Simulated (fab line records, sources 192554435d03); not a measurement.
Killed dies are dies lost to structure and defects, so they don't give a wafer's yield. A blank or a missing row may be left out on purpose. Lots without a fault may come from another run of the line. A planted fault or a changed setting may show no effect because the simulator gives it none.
Split-lot experiment | flow n5_finfet | 7 lots, 21 wafers read, on a route of 1938 steps

THE SPLIT
At N5_DUMMY_GATE_PECVD_30 (deposits SiO2 from TEOS/O2, target thk 55 nm, time 10.8 s), the setting time_s was moved away from the recipe's 10.8 s on 7 of the 21 wafers read, by -12.3% to -10.8%. The other wafers ran this setting at the recipe's value.

FROM THE SPLIT TO THE READING: what the file shows between them, 6 steps
- N5_DUMMY_GATE_COAT_34: time 60 s, resist thk 60 nm
- N5_DUMMY_GATE_COAT_35: time 60 s, resist thk 10 nm
- N5_DUMMY_GATE_ETCH_31: etches SiO2 in C4F6/O2, target depth 82.5 nm, time 27.5 s
- N5_DUMMY_GATE_STRIP_41: strips in O2
- N5_DUMMY_GATE_HM_OPEN_21: chemistry CH3F/O2, target SiNx, target depth 120 nm, time 171.4 s
- N5_DUMMY_GATE_ETCH_32: etches SiO2 in CF4, target depth 3.5 nm, time 3.9 s

THE READING
SiO2_of_DUMMY_GATE_PECVD_30.thk_nm (the simulator's own value, which no gauge read), in nm, at N5_DUMMY_GATE_ETCH_23 (etches poly-Si in HBr/Cl2/O2, target depth 41 nm, time 22.3 s). The file gives no usual value for it. The 14 wafers here that ran the recipe average 38.3 nm, standard deviation 0.93 nm.

wafer  | tool, chamber at the split | time_s as run, s | against the recipe | SiO2_of_DUMMY_GATE_PECVD_30.thk_nm, nm | against lot-mates on the recipe
L075.2 | pecvd-02, 1                | 10.8             | recipe             | 37.4                                   | -
L075.3 | pecvd-02, 0                | 10.8             | recipe             | 38.6                                   | -
L075.5 | pecvd-02, 2                | 10.8             | recipe             | 38.2                                   | -
L083.1 | pecvd-02, 2                | 10.8             | recipe             | 37                                     | -
L083.2 | pecvd-02, 0                | 10.8             | recipe             | 38.8                                   | -
L083.5 | pecvd-02, 2                | 10.8             | recipe             | 38.2                                   | -
L087.2 | pecvd-04, 0                | 9.633            | -10.8%             | 32.8                                   | -5.6
L087.5 | pecvd-04, 0                | 9.633            | -10.8%             | 33.8                                   | -4.6
L087.6 | pecvd-04, 1                | 10.8             | recipe             | 38.4                                   | -
L089.2 | pecvd-03, 1                | 9.62             | -10.9%             | 32.4                                   | no lot-mate on the recipe
L089.5 | pecvd-03, 1                | 9.62             | -10.9%             | 33.8                                   | no lot-mate on the recipe
L089.6 | pecvd-03, 2                | 9.62             | -10.9%             | 31.6                                   | no lot-mate on the recipe
L093.1 | pecvd-04, 2                | 10.8             | recipe             | 37                                     | -
L093.2 | pecvd-04, 1                | 9.472            | -12.3%             | 31.8                                   | -5.2
L093.5 | pecvd-04, 1                | 9.472            | -12.3%             | 31.6                                   | -5.4
L094.1 | pecvd-02, 1                | 10.8             | recipe             | 37.2                                   | -
L094.3 | pecvd-02, 0                | 10.8             | recipe             | 39                                     | -
L094.4 | pecvd-02, 1                | 10.8             | recipe             | 37.4                                   | -
L095.4 | pecvd-02, 0                | 10.8             | recipe             | 39.8                                   | -
L095.5 | pecvd-02, 2                | 10.8             | recipe             | 39.4                                   | -
L095.6 | pecvd-02, 1                | 10.8             | recipe             | 39.6                                   | -

THE FIT
A straight line over all 21 wafers: SiO2_of_DUMMY_GATE_PECVD_30.thk_nm changes by +0.511 nm for each +1% of time_s; r = +0.95; the points scatter about the line by 0.92 nm.
The same after taking each lot's own level away (the mean of its wafers on the recipe; 18 wafers): +0.448 nm for each +1%; r = +0.97; scatter 0.57 nm.
On that fit, the largest move of time_s shifts the reading by 5.5 nm.
The lots' own levels span 37.00 to 39.60 nm, that is 2.8 times the standard deviation above.
So the lot-to-lot level changes the slope: the two fits differ.
Check: with one of the wafers moved furthest among these (-12.3%) left out of the fit, the line predicts -5.64 nm for it against its lot-mates. It came out at -5.2 nm against them.

OTHER SPLITS ON THESE WAFERS
These wafers also went through other splits before the reading. Each is held against what the fit with the lots' levels taken away leaves over:
other split on the same wafers        | wafers away from the commonest value | r with SiO2_of_DUMMY_GATE_PECVD_30.thk_nm (lot level and that fit taken away)
N5_FIN_SAQP_PEB_14 peb_time_s         | 6                                    | +0.14
N5_FIN_SAQP_DEVELOP_15 develop_time_s | 3                                    | -0.11
N5_FIN_CUT_COAT_02 spin_rpm           | 7                                    | +0.05

THE WHOLE CHAIN: every reading that the file lists as answering this split, in the file's order
step                     | what it does                                                      | reading                                                                             | change (the file's fit)               | r (the file's)
N5_DUMMY_GATE_PECVD_30   | deposits SiO2 from TEOS/O2, target thk 55 nm, time 10.8 s         | SiO2_of_DUMMY_GATE_PECVD_30.thk_nm (the simulator's own value, which no gauge read) | +0.458 nm for each +1% of the setting | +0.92
N5_DUMMY_GATE_HM_OPEN_21 | chemistry CH3F/O2, target SiNx, target depth 120 nm, time 171.4 s | SiO2_of_DUMMY_GATE_PECVD_30.thk_nm (the simulator's own value, which no gauge read) | +0.441 nm for each +1% of the setting | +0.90
N5_DUMMY_GATE_ETCH_23    | etches poly-Si in HBr/Cl2/O2, target depth 41 nm, time 22.3 s     | SiO2_of_DUMMY_GATE_PECVD_30.thk_nm (the simulator's own value, which no gauge read) | +0.449 nm for each +1% of the setting | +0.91

THE FILE'S OWN FIT
SiO2_of_DUMMY_GATE_PECVD_30.thk_nm changes by +0.449 nm for each +1% of time_s, r = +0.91.
